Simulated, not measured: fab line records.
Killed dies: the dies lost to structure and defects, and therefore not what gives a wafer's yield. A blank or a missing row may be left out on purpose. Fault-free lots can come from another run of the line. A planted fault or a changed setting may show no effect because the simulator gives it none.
Matching of chambers	flow n5-finfet	N5_BEOL_M11_ETCH_65 on rie-diel-05 has 4 sister chambers
The step etches SiARC in CF4, target depth 39 nm, time 65 s. 20 wafers are shown with their chamber, then 10 later ones without.

## WAFERS WITH THEIR CHAMBER
wafer	chamber	showerhead-plenum-p-Torr (Torr)	drypump-motor-current-A (A)	throttle-valve-pct (%)
L074.2	1	2.10	5.9	15.42
L074.3	3	2.22	5.8	16.02
L074.5	3	2.22	5.8	16.01
L078.1	2	2.15	5.9	15.69
L078.3	0	2.14	5.0	15.97
L078.5	3	2.22	5.8	16.05
L081.1	0	2.14	5.0	15.99
L081.2	3	2.22	5.9	16.05
L081.3	2	2.15	5.9	15.69
L079.1	3	2.22	5.8	16.06
L079.4	1	2.10	5.9	15.47
L079.6	2	2.15	5.9	15.68
L084.3	0	2.14	5.0	16.01
L084.4	3	2.22	5.8	16.08
L084.5	2	2.15	5.9	15.71
L085.3	1	2.10	5.9	15.50
L085.5	3	2.22	5.8	16.09
L085.6	0	2.14	5.0	16.01
L087.2	2	2.15	5.9	15.73
L087.3	3	2.21	5.9	16.08

SIGNATURES (averages over the wafers above)
reading	chamber 0	chamber 1	chamber 2	chamber 3	scatter within a chamber
showerhead-plenum-p-Torr	2.1400	2.1000	2.1500	2.2188	0.00234
drypump-motor-current-A	5.000	5.900	5.900	5.825	0.0306
throttle-valve-pct	15.9950	15.4633	15.7000	16.0550	0.0271
Rule: a wafer's distance from a chamber is the root of the sum, over the readings, of the square of ((its reading less the chamber's mean) divided by the reading's scatter). The wafer belongs to the nearest chamber; if the next one is less than 2 further off, it can't be placed. The scatter: the root of (the sum of the squares of (reading less its chamber's mean) over the shown wafers, divided by (wafers less chambers)).

## WAFERS WITHOUT THEIR CHAMBER
wafer	showerhead-plenum-p-Torr (Torr)	drypump-motor-current-A (A)	throttle-valve-pct (%)
L087.4	2.13	5.0	16.02
L090.3	2.14	5.9	15.72
L090.4	2.13	5.0	16.02
L090.5	2.09	5.8	15.50
L095.1	2.21	5.8	16.11
L095.2	2.09	5.8	15.52
L095.3	2.14	5.9	15.74
L096.2	2.14	6.0	15.74
L096.3	2.21	5.8	16.11
L096.4	2.09	5.8	15.53

## THE CHAMBER EACH PASSED THROUGH
wafer	from the rows above	in truth
L087.4	0	0
L090.3	2	2
L090.4	0	0
L090.5	1	1
L095.1	3	3
L095.2	1	1
L095.3	2	2
L096.2	2	2
L096.3	3	3
L096.4	1	1
Correctly placed: 10 of 10. Number that these rows cannot place: 0. Placed wrongly: 0.
